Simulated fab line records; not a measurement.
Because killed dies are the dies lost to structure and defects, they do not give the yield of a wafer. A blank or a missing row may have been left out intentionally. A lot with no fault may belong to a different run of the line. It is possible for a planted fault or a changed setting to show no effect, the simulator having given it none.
Code-filled problem report in 8D (eight disciplines) form / flow nand-harc / the parts of the form that need people (team, actions taken, sign-off) are left out

## 1. THE PROBLEM
Mean of time-to-endpoint-s at NHARC_P_CONTACT_CMP_24: 22.7 s across 3 wafers in 3 lots; on wafers with no fault it is 40.3 s (standard deviation 2.1). Measured from the usual mean, that is -8.4 standard deviations.
The step: polishes, t overpolish 30 s, target thk 200 nm.
First seen on wafer L764.5, day 8 00:52, on cmp-02. Wafers with a number at this step in the record: 42, from 15 lots. Rule for "out", or "out of limits": more than 4 standard deviations from the usual mean. The rest of the wafers with a number are treated as sound.

## 2. WHAT IT IS, AND WHAT IT ISN'T
question=which readings at this step | is=time-to-endpoint-s | is not=motor-current-A, overpolish-run-s
question=which lots | is=L764, L765, L768 | is not=L754, L755, L756, L757, L758, L759, L770, L772, L773, L775, L776, L777
question=which wafers of those lots | is=L764.5, L765.5, L768.4 | is not=L764.3, L765.3, L768.3
question=read on which tools | is=cmp-02 | is not=cmp-03, cmp-04
question=when | is=from day 8 00:52 | is not=up to then (19 sound wafers); but 20 sound wafers of L765, L768, L770, L772, L773, L775, L776, L777 came after

## 3. SUSPECTS, AND WHAT RULES EACH OUT
Counting: a tool at a process step up to the reading stays a suspect if it ran every lot that is out. Sound lots after the first of them don't rule it out here, since some wafers of a struck lot are sound.
- cmp-02 at NHARC_P_CONTACT_CMP_24 (polishes, t overpolish 30 s, target thk 200 nm): kept. It ran every lot that is out, first L764 (day 8 00:52); its last sound lot up to then is L759 (day 6 22:58). Its own time-to-endpoint-s readings are out on those wafers.
Remaining after the count: cmp-02 at NHARC_P_CONTACT_CMP_24.

## 4. THE CAUSE (what the simulator had put in)
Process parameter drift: cmp-02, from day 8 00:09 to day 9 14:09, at NHARC_P_CONTACT_CMP_24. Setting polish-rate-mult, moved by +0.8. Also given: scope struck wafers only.
The count eliminated every tool but this one.

## 5. SEQUENCE OF EFFECTS, ordered by route
Each row: a reading whose mean over the struck wafers that have a number lies more than 3 standard deviations from the usual. Only readings for which the record gives a usual standard deviation are gone through. hours: the time from each lot's start at the first step in this table that gives one to its start at this step, as a median over the lots. sigmas: the change in usual standard deviations.
hours=0; step=NHARC_P_CONTACT_CMP_24; reading=time-to-endpoint-s; usual=40.3 s; on struck wafers=22.7; change=-17.6; sigmas=-8.4
Process steps it contains:
- NHARC_P_CONTACT_CMP_24: polishes, t overpolish 30 s, target thk 200 nm.
At these later measuring or inspecting steps, every struck wafer for which the step has a row has a number for every such reading, and none has moved that far: NHARC_P_M0_INSPECT_11, NHARC_END_SORT_01.

## 6. HOW IT WOULD HAVE BEEN CAUGHT EARLIER
In this record the first reading out of limits was taken at day 8 00:52, 1 hour after the fault began at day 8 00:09.
